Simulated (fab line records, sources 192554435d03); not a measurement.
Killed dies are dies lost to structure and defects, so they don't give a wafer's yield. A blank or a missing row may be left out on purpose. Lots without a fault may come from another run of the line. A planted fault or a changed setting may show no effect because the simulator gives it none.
Which tool did it? | flow n5_finfet | 12 lots, 36 wafers sampled, at 5 steps of a route of 1938

WHAT THE GAUGES READ, wafer by wafer
N5_BEOL_M4_CD_MEAS_11: target cd 16.79 nm.
lot  | measured     | on        | cd_nm (nm)
L074 | day 7 20:25  | cd_sem-02 | 16.33 16.80 16.30
L077 | day 8 11:39  | cd_sem-02 | 16.67 16.73 16.45
L079 | day 8 22:11  | cd_sem-03 | 16.72 16.65 16.85
L081 | day 9 19:13  | cd_sem-02 | 16.35 16.75 16.66
L083 | day 9 21:23  | cd_sem-01 | 16.95 16.61 16.75
L085 | day 10 08:24 | cd_sem-02 | 16.77 16.78 16.77
L088 | day 10 22:13 | cd_sem-03 | 16.82 16.98 16.50
L091 | day 11 07:42 | cd_sem-03 | 16.13 16.62 16.70
L090 | day 11 10:49 | cd_sem-01 | 16.75 16.98 16.84
L093 | day 12 08:34 | cd_sem-01 | 16.52 16.92 16.48
L095 | day 12 20:13 | cd_sem-02 | 16.70 16.57 17.01
L096 | day 13 15:15 | cd_sem-03 | 16.88 16.87 16.72

WHICH TOOL RAN EACH LOT (tool, then ch and the chambers of the sampled wafers, then the start)
lot  | N5_BEOL_M3_DESCUM_16               | N5_BEOL_M3_PRE_CLEAN_45      | N5_BEOL_M3_SPUTTER_90        | N5_BEOL_M3_CMP_52
L074 | rie_diel-05 ch 1,2,3, day 7 10:35  | pvd_sputter-01, day 7 14:51  | pvd_sputter-02, day 7 17:52  | cmp-03 ch 0,2,3, day 7 19:05
L077 | rie_diel-05 ch 0,1,2, day 8 02:35  | pvd_sputter-02, day 8 06:34  | pvd_sputter-02, day 8 08:38  | cmp-04 ch 0,1,3, day 8 09:47
L079 | rie_diel-04 ch 0,1,2, day 8 10:34  | pvd_sputter-02, day 8 16:04  | pvd_sputter-01, day 8 19:44  | cmp-04 ch 2,3, day 8 20:57
L081 | rie_diel-05 ch 1,3, day 9 05:56    | pvd_sputter-02, day 9 14:35  | pvd_sputter-02, day 9 16:17  | cmp-04 ch 2,3, day 9 17:26
L083 | rie_diel-05 ch 0,2,3, day 9 10:43  | pvd_sputter-03, day 9 14:58  | pvd_sputter-01, day 9 16:43  | cmp-04 ch 0,2, day 9 17:55
L085 | rie_diel-04 ch 0,1,2, day 9 18:14  | pvd_sputter-02, day 10 01:24 | pvd_sputter-01, day 10 04:04 | cmp-04 ch 0,2,3, day 10 05:13
L088 | rie_diel-01 ch 1,2,3, day 10 11:52 | pvd_sputter-01, day 10 17:19 | pvd_sputter-03, day 10 18:56 | cmp-04 ch 1,2, day 10 20:07
L091 | rie_diel-05 ch 0,1,3, day 10 22:30 | pvd_sputter-02, day 11 02:52 | pvd_sputter-01, day 11 04:41 | cmp-04 ch 0,2,3, day 11 05:56
L090 | rie_diel-04 ch 1,2, day 11 01:49   | pvd_sputter-03, day 11 06:01 | pvd_sputter-03, day 11 07:40 | cmp-04 ch 0,2,3, day 11 08:52
L093 | rie_diel-04 ch 1,3, day 11 17:06   | pvd_sputter-03, day 12 04:00 | pvd_sputter-01, day 12 05:40 | cmp-03 ch 2,3, day 12 06:49
L095 | rie_diel-05 ch 0,3, day 12 11:16   | pvd_sputter-02, day 12 14:41 | pvd_sputter-02, day 12 16:38 | cmp-03 ch 0,2,3, day 12 17:47
L096 | rie_diel-04 ch 0,1,3, day 13 03:05 | pvd_sputter-01, day 13 10:37 | pvd_sputter-02, day 13 12:27 | cmp-04 ch 1,2, day 13 13:38
- N5_BEOL_M3_DESCUM_16: chemistry O2, time 7 s.
- N5_BEOL_M3_PRE_CLEAN_45: time 30 s.
- N5_BEOL_M3_SPUTTER_90: material Cu, target thk 4.5 nm, time 8.29 s.
- N5_BEOL_M3_CMP_52: polishes, stops on SiOC, t overpolish 6.8 s, target thk 40 nm.

THE ANSWER, worked out from the rows above alone
Rule: what is usual is taken from the lots themselves. Put in order of their means at a reading, lots are off if they are a third of the lots or fewer, leave a main group of 4 or more, and stand apart from it by a gap of 3 or more times the standard deviation of the main group's means; of several such gaps the widest counts. A main group whose means are all the same, to the digits that the tables above print for the reading, isn't used. A lot without any number at a reading at which 4 lots or more have one is off too. The other lots that the step has rows for count as sound.
No lot is off at any reading shown: from this, nothing can be told.

WHAT THE SIMULATOR HAD PUT IN
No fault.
